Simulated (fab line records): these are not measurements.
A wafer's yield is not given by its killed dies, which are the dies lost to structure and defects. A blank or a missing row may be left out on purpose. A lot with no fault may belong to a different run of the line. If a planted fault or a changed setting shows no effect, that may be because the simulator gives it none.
Matching of chambers | flow n5Finfet | N5_GATE_CUT_STRIP_59 on rieDiel-02: 4 sister chambers
The step strips in N2/H2, time 20 s. 20 wafers are shown with their chamber, then 10 later ones without.

## WAFERS, EACH WITH ITS CHAMBER
wafer  | chamber | showerheadPlenumPTorr (Torr) | drypumpMotorCurrentA (A) | oesProductAu (a.u.)
L074.1 | 2       | 3.27                         | 5.3                      | 0.86
L074.3 | 3       | 3.45                         | 5.2                      | 0.97
L074.6 | 0       | 3.49                         | 6.1                      | 0.71
L076.1 | 3       | 3.45                         | 5.3                      | 0.96
L076.4 | 0       | 3.48                         | 6.2                      | 0.70
L076.5 | 2       | 3.27                         | 5.3                      | 0.84
L079.1 | 0       | 3.48                         | 6.1                      | 0.70
L079.4 | 1       | 3.60                         | 6.5                      | 0.94
L079.6 | 3       | 3.44                         | 5.2                      | 0.94
L081.1 | 3       | 3.44                         | 5.3                      | 0.93
L081.3 | 0       | 3.48                         | 6.2                      | 0.70
L081.4 | 1       | 3.60                         | 6.5                      | 0.92
L083.2 | 3       | 3.44                         | 5.3                      | 0.93
L083.4 | 2       | 3.26                         | 5.3                      | 0.82
L083.6 | 3       | 3.44                         | 5.3                      | 0.92
L085.2 | 0       | 3.48                         | 6.1                      | 0.69
L085.3 | 3       | 3.44                         | 5.3                      | 0.92
L085.4 | 2       | 3.26                         | 5.3                      | 0.83
L086.1 | 3       | 3.44                         | 5.2                      | 0.91
L086.5 | 2       | 3.26                         | 5.3                      | 0.82

SIGNATURES (means of the wafers above)
reading               | chamber 0 | chamber 1 | chamber 2 | chamber 3 | scatter within a chamber
showerheadPlenumPTorr | 3.4820    | 3.6000    | 3.2640    | 3.4425    | 0.00468
drypumpMotorCurrentA  | 6.140     | 6.500     | 5.300     | 5.263     | 0.0438
oesProductAu          | 0.7000    | 0.9300    | 0.8340    | 0.9350    | 0.0168
Rule: for each reading, subtract the chamber's mean from the wafer's reading, divide by that reading's scatter and square the result; add these up over the readings and take the root, which gives the wafer's distance from the chamber. The wafer belongs to the nearest chamber; if the next one is less than 2 further off, it can't be placed. The scatter: the root of (the sum of the squares of (reading less its chamber's mean) over the shown wafers, divided by (wafers less chambers)).

## WAFERS MISSING THEIR CHAMBER
wafer  | showerheadPlenumPTorr (Torr) | drypumpMotorCurrentA (A) | oesProductAu (a.u.)
L086.6 | 3.44                         | 5.2                      | 0.92
L090.3 | 3.44                         | 5.3                      | 0.91
L090.4 | 3.26                         | 5.3                      | 0.82
L090.5 | 3.26                         | 5.3                      | 0.82
L091.1 | 3.44                         | 5.3                      | 0.91
L091.2 | 3.59                         | 6.6                      | 0.90
L091.6 | 3.47                         | 6.2                      | 0.70
L095.2 | 3.25                         | 5.3                      | 0.81
L095.5 | 3.25                         | 5.3                      | 0.81
L095.6 | 3.43                         | 5.3                      | 0.89

## EACH ONE'S CHAMBER
wafer  | from the rows above | in truth
L086.6 | 3                   | 3
L090.3 | 3                   | 3
L090.4 | 2                   | 2
L090.5 | 2                   | 2
L091.1 | 3                   | 3
L091.2 | 1                   | 1
L091.6 | 0                   | 0
L095.2 | 2                   | 2
L095.5 | 2                   | 2
L095.6 | 3                   | 3
Placed correctly: 10 of 10. From these rows, 0 cannot be placed. 0 placed wrongly.
